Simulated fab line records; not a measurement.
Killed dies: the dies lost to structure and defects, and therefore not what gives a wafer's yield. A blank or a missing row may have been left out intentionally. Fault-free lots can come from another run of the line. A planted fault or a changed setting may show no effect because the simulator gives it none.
A struck lot beside a sound one || flow nandHarc || 16 out of 1302 route steps
Sound: these wafers, L756.1, L756.2, L756.3. Struck: wafer L771.3 (left out: L771.4, a lot-mate that was not struck); the cause follows at the end.
Order at every step that has rows: each side's tool, ch and its chambers, its first start. Under that, the readings that differ: sound wafers || struck wafers || difference of the means || sigmas: that difference in standard deviations of wafers without a fault.
alike: readings whose means differ by less than 2 such deviations, and words and numbers that are the same on both sides. not compared: withheld readings, readings that some wafer has no value for, bounds like >300 that may hide the same value, and numbers for which the record gives no deviation and whose values overlap.
A row with sigmas, a row that says differs or no value, or rows on one side alone: a step with any of these is where the two part. Numbers that have no deviation but don't overlap get no sigmas and don't part them. A reading that every wafer of one side lacks parts them only if that side has two wafers or more.

NHARC_A_ONON_D2_THK_MEAS_08: measures by ellipsometry.
  sound on filmMetro-02 at day 14 04:41; struck on filmMetro-01 at day 20 07:52
{"reading": "thkNm (nm)", "sound": "970 969 969", "struck": 1006, "difference": "+37", "sigmas": "+3"}
then, 1 step without rows for these wafers: NHARC_A_ONON_D2_DEP_09 (target thk 1000 nm).
NHARC_A_ONON_D2_THK_MEAS_11: measures by ellipsometry.
  sound on filmMetro-02 at day 14 05:15; struck on filmMetro-02 at day 20 08:26
{"reading": "thkNm (nm)", "sound": "1024 1025 1024", "struck": 1000, "difference": -24, "sigmas": -2}
then, 1 step without rows for these wafers: NHARC_A_ONON_D2_DEP_12 (target thk 1000 nm).
NHARC_A_ONON_D2_THK_MEAS_14: measures by ellipsometry.
  sound on filmMetro-02 at day 14 05:49; struck on filmMetro-01 at day 20 09:00
  alike: thkNm
then, 2 steps without rows for these wafers: NHARC_A_ONON_D2_ANNEAL_15 (time 3600 s); NHARC_A_ONON_D2_DEP_16 (target thk 1000 nm).
NHARC_A_ONON_D2_THK_MEAS_18: measures by ellipsometry.
  sound on filmMetro-01 at day 14 15:16; struck on filmMetro-01 at day 20 16:34
  alike: thkNm
then, 1 step without rows for these wafers: NHARC_A_ONON_D2_DEP_19 (target thk 1000 nm).
NHARC_A_ONON_D2_THK_MEAS_21: measures by ellipsometry.
  sound on filmMetro-01 at day 14 15:50; struck on filmMetro-02 at day 20 17:08
  alike: thkNm
then, 1 step without rows for these wafers: NHARC_A_ONON_D2_DEP_22 (target thk 1000 nm).
NHARC_A_ONON_D2_THK_MEAS_24: measures by ellipsometry.
  sound on filmMetro-02 at day 14 16:24; struck on filmMetro-01 at day 20 17:42
  alike: thkNm
NHARC_A_ONON_D2_DEP_25: target thk 1000 nm.
  sound on pecvdOnon-02 ch 0, day 14 16:28; struck on pecvdOnon-04 ch 0, day 20 17:52
  alike: nh3FlowSccm
NHARC_A_ONON_D2_THK_MEAS_27: measures by ellipsometry.
  sound on filmMetro-02 at day 14 16:58; struck on filmMetro-01 at day 20 18:16
{"reading": "thkNm (nm)", "sound": "1003 1003 1003", "struck": 1551, "difference": "+548", "sigmas": "+64"}
then, 1 step without rows for these wafers: NHARC_A_ONON_D2_DEP_28 (target thk 1000 nm).
-- the record jumps here: 11 days lie between the struck wafers' starts before and after (it left off in module A_ONON_D2 and takes up again in module END, whose first step shown is number 1302 of the route) --
NHARC_END_SORT_01:
  the record has rows for the struck wafers here (prober-01 ch 0, day 32 04:44) and none for the sound ones

## WHERE THEY PART
At NHARC_A_ONON_D2_THK_MEAS_08 first; at NHARC_END_SORT_01 last (within this record only).

WHY: what had been put in by the simulator
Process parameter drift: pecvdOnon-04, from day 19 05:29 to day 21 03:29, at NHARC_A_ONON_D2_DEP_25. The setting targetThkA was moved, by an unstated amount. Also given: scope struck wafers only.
